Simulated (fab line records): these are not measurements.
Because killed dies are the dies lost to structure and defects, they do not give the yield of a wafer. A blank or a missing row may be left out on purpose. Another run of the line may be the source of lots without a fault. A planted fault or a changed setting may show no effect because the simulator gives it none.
Which tool did it? -- flow n5_finfet -- Sampling: 24 lots, 72 wafers, 3 of 1938 route steps

## WHAT THE GAUGES READ, wafer by wafer
N5_GATE_CUT_OVL_MEAS_14. Usual: GATE_CUT_OVL typically reads 0.2 nm, with standard deviation 0.77.
lot,measured,on,GATE_CUT_OVL (nm),flag
L074,day 4 11:37,overlay-01,0.2 0.7 0.0,
L075,day 4 17:13,overlay-02,1.5 1.6 1.2,
L076,day 5 04:35,overlay-02,0.7 1.8 1.5,
L077,day 5 04:40,overlay-02,0.8 0.1 0.1,
L078,day 5 12:50,overlay-01,0.8 0.1 0.6,
L079,day 5 18:25,overlay-01,0.7 1.9 0.7,
L080,day 6 00:57,overlay-01,1.3 1.0 0.6,
L081,day 6 06:01,overlay-02,-0.1 -0.5 -1.0,
L082,day 6 10:53,overlay-01,0.9 0.4 0.4,
L083,day 6 16:58,overlay-02,-1.1 -1.1 -0.7,
L084,day 7 01:07,overlay-02,1.5 0.1 0.6,
L085,day 7 06:39,overlay-01,-0.4 0.3 0.7,
L086,day 7 10:37,overlay-02,0.7 -0.3 0.5,
L087,day 7 16:57,overlay-01,0.3 0.6 0.4,
L088,day 7 23:36,overlay-02,0.6 -0.5 -0.8,
L089,day 8 09:18,overlay-01,0.3 0.1 -0.5,
L090,day 8 17:37,overlay-02,-0.7 -0.2 -0.3,
L091,day 8 20:25,overlay-01,-0.5 -0.3 -0.3,
L092,day 8 23:25,overlay-01,-1.0 0.1 -0.2,
L093,day 9 05:30,overlay-02,0.5 -0.3 0.1,
L094,day 9 11:08,overlay-01,0.5 -0.4 0.9,
L095,day 9 20:49,overlay-01,-1.0 -0.9 -0.7,
L096,day 10 03:28,overlay-01,-0.3 -0.2 0.0,
L097,day 10 07:32,overlay-02,0.2 -0.5 -0.6,

## EACH LOT AND THE TOOL THAT RAN IT (in order: tool; ch and the chambers of the sampled wafers; start)
lot,N5_HKMG_FIN_ETCH_86,N5_HKMG_FIN_ALD_21
L074,"rie_diel-04 ch 2,3, day 4 04:34","ald_metal-03 ch 0,2, day 4 06:36"
L075,"rie_diel-04 ch 2,3, day 4 10:17","ald_metal-02 ch 1,2,3, day 4 12:14"
L076,"rie_diel-01 ch 0,2,3, day 4 21:29","ald_metal-03 ch 0,3, day 4 23:25"
L077,"rie_diel-04 ch 1,2,3, day 4 21:43","ald_metal-04 ch 0,3, day 4 23:38"
L078,"rie_diel-02 ch 1,2,3, day 5 05:49","ald_metal-02 ch 0,2,3, day 5 07:38"
L079,"rie_diel-04 ch 0,3, day 5 11:12","ald_metal-03 ch 0,1,2, day 5 13:02"
L080,"rie_diel-04 ch 0,3, day 5 18:10","ald_metal-04 ch 0,1,2, day 5 20:01"
L081,"rie_diel-02 ch 2,3, day 5 23:20","ald_metal-04 ch 0,1, day 6 01:09"
L082,"rie_diel-01 ch 0,1,3, day 6 03:45","ald_metal-03 ch 0,1, day 6 05:34"
L083,"rie_diel-02 ch 0,3, day 6 09:57","ald_metal-04 ch 2,3, day 6 11:46"
L084,"rie_diel-04 ch 0,1,3, day 6 18:26","ald_metal-02 ch 1,2,3, day 6 20:16"
L085,"rie_diel-01 ch 2,3, day 6 23:22","ald_metal-02 ch 1,2,3, day 7 01:20"
L086,"rie_diel-01 ch 1,2,3, day 7 03:27","ald_metal-04 ch 1,2, day 7 05:23"
L087,"rie_diel-01 ch 2,3, day 7 10:13","ald_metal-03 ch 1,2,3, day 7 12:04"
L088,"rie_diel-04 ch 0,1,3, day 7 16:46","ald_metal-02 ch 1,2,3, day 7 18:35"
L089,"rie_diel-01 ch 2,3, day 8 02:23","ald_metal-03 ch 0,2, day 8 04:12"
L090,"rie_diel-01 ch 0,2, day 8 03:58","ald_metal-03 ch 0,1,3, day 8 05:46"
L091,"rie_diel-04 ch 0,2,3, day 8 12:57","ald_metal-03 ch 1,2,3, day 8 15:06"
L092,"rie_diel-02 ch 2,3, day 8 14:26","ald_metal-04 ch 2,3, day 8 16:15"
L093,"rie_diel-01 ch 0,1,3, day 8 21:16","ald_metal-03 ch 1,2,3, day 8 23:05"
L094,"rie_diel-01 ch 0,1,2, day 9 04:14","ald_metal-02 ch 1,2,3, day 9 06:04"
L095,"rie_diel-01 ch 1,2, day 9 13:51","ald_metal-03 ch 1,2,3, day 9 15:40"
L096,"rie_diel-02 ch 1,2,3, day 9 20:38","ald_metal-02 ch 0,3, day 9 22:28"
L097,"rie_diel-02 ch 0,2,3, day 10 00:32","ald_metal-03 ch 0,1,3, day 10 02:22"
- N5_HKMG_FIN_ETCH_86: etches SOC in N2/H2, stops on TiN, target depth 393.2 nm.
- N5_HKMG_FIN_ALD_21: deposits TiN, target thk 1.5 nm, pulse time 1 s, purge time 3 s.

## AS READ BY THE TOOLS THEMSELVES (means over the sampled wafers that have a number; for cases with no such wafer, the mark the record gives instead)
N5_HKMG_FIN_ETCH_86. Usual: drypump_motor_current_A 5.6 A, standard deviation 0.42; oes_product_au 0.81 a.u., standard deviation 0.092; rf_vpp_V 241.0 V, standard deviation 1.4; showerhead_plenum_p_Torr 2.57 Torr, standard deviation 0.088; throttle_valve_pct 17.9 %, standard deviation 0.31.
lot,tool,drypump_motor_current_A (A),oes_product_au (a.u.),rf_vpp_V (V),showerhead_plenum_p_Torr (Torr),throttle_valve_pct (%),flag
L074,rie_diel-04,5.5,0.81,241.3,2.60,18.1,
L075,rie_diel-04,5.5,0.80,242.6,2.60,18.1,
L076,rie_diel-01,5.9,0.73,240.4,2.56,18.0,
L077,rie_diel-04,5.3,0.75,241.0,2.57,18.1,
L078,rie_diel-02,5.1,0.72,241.0,2.49,17.9,
L079,rie_diel-04,5.5,0.91,241.5,2.59,17.8,
L080,rie_diel-04,5.4,0.87,242.0,2.59,17.9,
L081,rie_diel-02,5.0,0.74,239.0,2.48,18.0,
L082,rie_diel-01,6.1,0.76,240.8,2.58,18.1,
L083,rie_diel-02,5.4,0.76,240.3,2.54,18.0,
L084,rie_diel-04,5.2,0.81,241.7,2.56,17.9,
L085,rie_diel-01,6.0,0.86,243.0,2.69,17.9,
L086,rie_diel-01,6.0,0.84,242.3,2.61,17.8,
L087,rie_diel-01,6.0,0.85,242.9,2.69,17.9,
L088,rie_diel-04,5.2,0.80,240.2,2.55,17.9,
L089,rie_diel-01,5.8,0.88,243.6,2.69,17.6,
L090,rie_diel-01,5.8,0.95,241.6,2.63,17.4,
L091,rie_diel-04,5.5,0.86,240.4,2.59,18.0,
L092,rie_diel-02,5.0,0.72,239.9,2.47,18.0,
L093,rie_diel-01,6.1,0.84,240.6,2.57,17.9,
L094,rie_diel-01,5.9,0.86,240.6,2.58,17.6,
L095,rie_diel-01,5.8,0.85,241.4,2.61,17.5,
L096,rie_diel-02,5.1,0.77,239.6,2.48,17.8,
L097,rie_diel-02,5.2,0.73,240.5,2.49,18.0,

N5_HKMG_FIN_ALD_21. Usual: heater_power_w 869 W, standard deviation 84; precursor_pulse_height_rel 1.002, standard deviation 0.02.
lot,tool,heater_power_w (W),precursor_pulse_height_rel,flag
L074,ald_metal-03,902,1.020,
L075,ald_metal-02,871,1.003,
L076,ald_metal-03,845,0.978,
L077,ald_metal-04,982,1.008,
L078,ald_metal-02,897,1.010,
L079,ald_metal-03,841,0.994,
L080,ald_metal-04,937,0.994,
L081,ald_metal-04,1020,1.013,
L082,ald_metal-03,811,0.999,
L083,ald_metal-04,829,0.989,
L084,ald_metal-02,873,1.008,
L085,ald_metal-02,880,1.012,
L086,ald_metal-04,937,1.008,
L087,ald_metal-03,828,1.000,
L088,ald_metal-02,870,1.014,
L089,ald_metal-03,902,0.986,
L090,ald_metal-03,803,1.009,
L091,ald_metal-03,814,0.998,
L092,ald_metal-04,891,0.984,
L093,ald_metal-03,815,1.033,
L094,ald_metal-02,872,0.977,
L095,ald_metal-03,823,1.001,
L096,ald_metal-02,897,0.992,
L097,ald_metal-03,815,1.021,

## THE ANSWER, worked out from the rows above alone
Rule: lot off if the mean of its wafers having a number is beyond 3 standard deviations from the usual mean. Also off: a lot with no number at a reading for which 4 or more lots have one. All remaining lots with rows at the step are treated as sound. After the gauges, taken in route order, come the tools' own readings; for these a lot's mean is taken, as printed above. The first step at which some lot is off is used, and at that step the reading that is off furthest; a lot without a number counts as furthest.
Nothing can be told from this: no lot is off at any reading shown.

## WHAT THE SIMULATOR HAD INSERTED
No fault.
